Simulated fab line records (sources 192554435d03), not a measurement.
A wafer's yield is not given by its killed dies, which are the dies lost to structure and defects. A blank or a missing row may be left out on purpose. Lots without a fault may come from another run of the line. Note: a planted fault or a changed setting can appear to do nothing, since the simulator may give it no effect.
Which tool was responsible?	flow n5-finfet	36 wafers from 12 lots sampled at 2 of the route's 1938 steps

WHAT EACH GAUGE READ, for each wafer
N5_FIN_SAQP_THK_MEAS_07.
lot	measured	on	thk-nm (nm)
L075	day 2 03:47	film-metro-01	59.2 60.8 61.1
L077	day 2 14:40	film-metro-01	59.8 60.9 60.8
L079	day 3 03:42	film-metro-01	60.1 58.6 59.7
L081	day 3 15:20	film-metro-02	59.4 59.7 60.4
L083	day 4 03:11	film-metro-02	59.6 60.4 60.1
L085	day 4 16:44	film-metro-02	58.6 58.3 59.1
L087	day 5 04:02	film-metro-02	58.9 61.0 60.9
L089	day 5 17:13	film-metro-01	59.0 59.5 59.9
L091	day 6 03:09	film-metro-02	58.4 60.5 59.8
L093	day 6 15:34	film-metro-02	60.6 60.9 62.2
L095	day 7 03:16	film-metro-02	61.1 61.7 60.7
L097	day 7 16:29	film-metro-01	61.2 60.5 60.5

WHAT TOOL EACH LOT RAN ON (gives the tool, then ch and the chambers of the sampled wafers, and finally the start)
lot	N5_FIN_SAQP_ALD_61
L075	ald-sin-02 ch 0,2, day 2 02:59
L077	ald-sin-01 ch 0,1,3, day 2 13:47
L079	ald-sin-04 ch 0,1,3, day 3 02:59
L081	ald-sin-04 ch 0,2,3, day 3 14:37
L083	ald-sin-01 ch 1,2,3, day 4 02:17
L085	ald-sin-02 ch 0,1,3, day 4 16:01
L087	ald-sin-02 ch 2,3, day 5 03:16
L089	ald-sin-02 ch 2,3, day 5 16:21
L091	ald-sin-04 ch 0,2,3, day 6 02:26
L093	ald-sin-01 ch 0,1,3, day 6 14:40
L095	ald-sin-01 ch 0,3, day 7 02:33
L097	ald-sin-02 ch 1,2,3, day 7 15:47
- N5_FIN_SAQP_ALD_61: deposits SiO2, target thk 4 nm, pulse time 1 s, purge time 2 s.

THE ANSWER, worked out from the rows above alone
Rule: usual is defined by the lots themselves. The widest of any qualifying gaps counts: lots, ordered by their means at a reading, are off when they make up no more than a third of the lots, leave a main group of 4 or more, and stand apart from it by 3 or more times the standard deviation of that group's means. A main group whose means are all the same, to the digits that the tables above print for the reading, isn't used. A lot without any number at a reading at which 4 lots or more have one is off too. All remaining lots with rows at the step are treated as sound.
No lot is off at any reading shown: from this, nothing can be told.

WHAT THE SIMULATOR HAD PUT IN
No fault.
